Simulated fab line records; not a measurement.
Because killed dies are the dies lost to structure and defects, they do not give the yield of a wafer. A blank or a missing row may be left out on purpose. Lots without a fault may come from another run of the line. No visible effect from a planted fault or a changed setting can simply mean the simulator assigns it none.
A lot that was struck, set against a sound lot    flow n5Finfet    18 out of 1938 route steps
Sound: these wafers, L968.3, L968.4, L968.5. Struck: wafer L977.6 (left out: L977.1, L977.2 of the same lot, which were not struck); the cause appears at the end.
At each step with rows: each side's tool, then ch and its chambers, then its first start. Under that, the readings that differ: sound wafers    struck wafers    difference of the means    sigmas: that difference in standard deviations of wafers without a fault.
alike: same words and numbers on both sides, and readings whose means sit less than 2 such deviations apart. not compared: any withheld reading, any reading some wafer has no value for, any bound like >300 that may hide the same value, and any number with overlapping values for which the record gives no deviation.
A row with sigmas, a row that says differs or no value, or rows on one side alone: a step with any of these is where the two part. When numbers do not overlap yet have no deviation, they are printed without sigmas and do not part them. A reading that every wafer of one side lacks parts them only if that side has two wafers or more.

first, 5 steps without rows for these wafers: N5_BEOL_M3_ANNEAL_82 (time 240 s); N5_BEOL_M3_SPUTTER_86 (material Cu, target thk 4.5 nm, time 8.29 s); N5_BEOL_M3_ANNEAL_87 (time 240 s); N5_BEOL_M3_SPUTTER_88 (material Cu, target thk 4.5 nm, time 8.29 s); N5_BEOL_M3_ANNEAL_89 (time 240 s).
N5_BEOL_M3_SPUTTER_90: material Cu, target thk 4.5 nm, time 8.29 s.
  sound on pvdSputter-02 at day 9 02:27; struck on pvdSputter-02 at day 11 19:14
  alike: chuckGasFlowSccm, throttleValvePct
then, 2 steps without rows for these wafers: N5_BEOL_M3_ANNEAL_91 (time 240 s); N5_BEOL_M3_SPUTTER_92 (material Cu, target thk 4.5 nm, time 8.29 s).
N5_BEOL_M3_ANNEAL_93: time 240 s.
  sound on pvdSputter-02 at day 9 02:45; struck on pvdSputter-02 at day 11 19:32
  alike: heaterPowerW, susceptor_temp_C_max
N5_BEOL_M3_SPUTTER_94: material Cu, target thk 4.5 nm, time 8.29 s.
  sound on pvdSputter-02 at day 9 02:53; struck on pvdSputter-02 at day 11 19:40
  alike: chuckGasFlowSccm, throttleValvePct
then, 1 step without rows for these wafers: N5_BEOL_M3_ANNEAL_95 (time 240 s).
N5_BEOL_M3_SPUTTER_96: material Cu, target thk 4.5 nm, time 8.29 s.
  sound on pvdSputter-02 at day 9 03:07; struck on pvdSputter-02 at day 11 19:53
  alike: chuckGasFlowSccm, throttleValvePct
N5_BEOL_M3_ECD_50: material Cu, target thk 300 nm.
  sound on ecdCu-02 ch 0,1, day 9 03:14; struck on ecdCu-01 ch 1, day 11 20:00
reading                                sound              struck  difference  sigmas
model.Cu_of_BEOL_M3_ECD_50.thkNm (nm)  302.2 297.6 297.2  158.4   -140.6      
N5_BEOL_M3_ANNEAL_51: time 90 s.
  sound on rtpAnneal-02 ch 0, day 9 03:23; struck on rtpAnneal-01 ch 0, day 11 20:05
  alike: wafer_temp_C_max
N5_BEOL_M3_CMP_52: polishes, stops on SiOC, t overpolish 6.8 s, target thk 40 nm.
  sound on cmp-04 ch 0,2,3, day 9 03:36; struck on cmp-03 ch 2, day 11 20:23
reading              sound     struck  difference  sigmas
timeToEndpointS (s)  67 68 62  32      -34         -10
  alike: motorCurrentA
N5_BEOL_M3_THK_MEAS_53: measures by xrf.
  sound on filmMetro-02 at day 9 03:54; struck on filmMetro-01 at day 11 20:40
  alike: M3_THK
N5_BEOL_M4_RC_MEAS_101:
  sound on prober-01 ch 0, day 9 12:47; struck on prober-01 ch 0, day 12 11:32
  alike: DIBL_N, DIBL_P, IOFF_N, IOFF_P, ION_N, ION_P, SS_N, SS_P, VT_N, VT_P
-- a jump in the record: the struck wafers' starts before and after are 4 days apart (it breaks off in module BEOL_M4 and resumes in module PASSIVATION, where the first step shown is number 1936 of the route) --
N5_PASSIVATION_PROBE_49:
  sound on prober-02 at day 13 14:40; struck on prober-01 at day 16 18:26
  alike: defectLimitedYield, killed_at_M0_to_M3, killed_at_M4_up, killedAtContacts, killedAtFrontEnd, killedAtOther, killedDies, killedOpen, killedShort, sort_bin_5_function, sort_bin_6_memory, sortNPass, sortYieldPct

## WHERE THEY PART
Only at N5_BEOL_M3_CMP_52, within this record. Later steps at which nothing parts them and some readings are alike: N5_BEOL_M3_THK_MEAS_53, N5_BEOL_M4_RC_MEAS_101, N5_PASSIVATION_PROBE_49.

WHY: the cause the simulator had injected
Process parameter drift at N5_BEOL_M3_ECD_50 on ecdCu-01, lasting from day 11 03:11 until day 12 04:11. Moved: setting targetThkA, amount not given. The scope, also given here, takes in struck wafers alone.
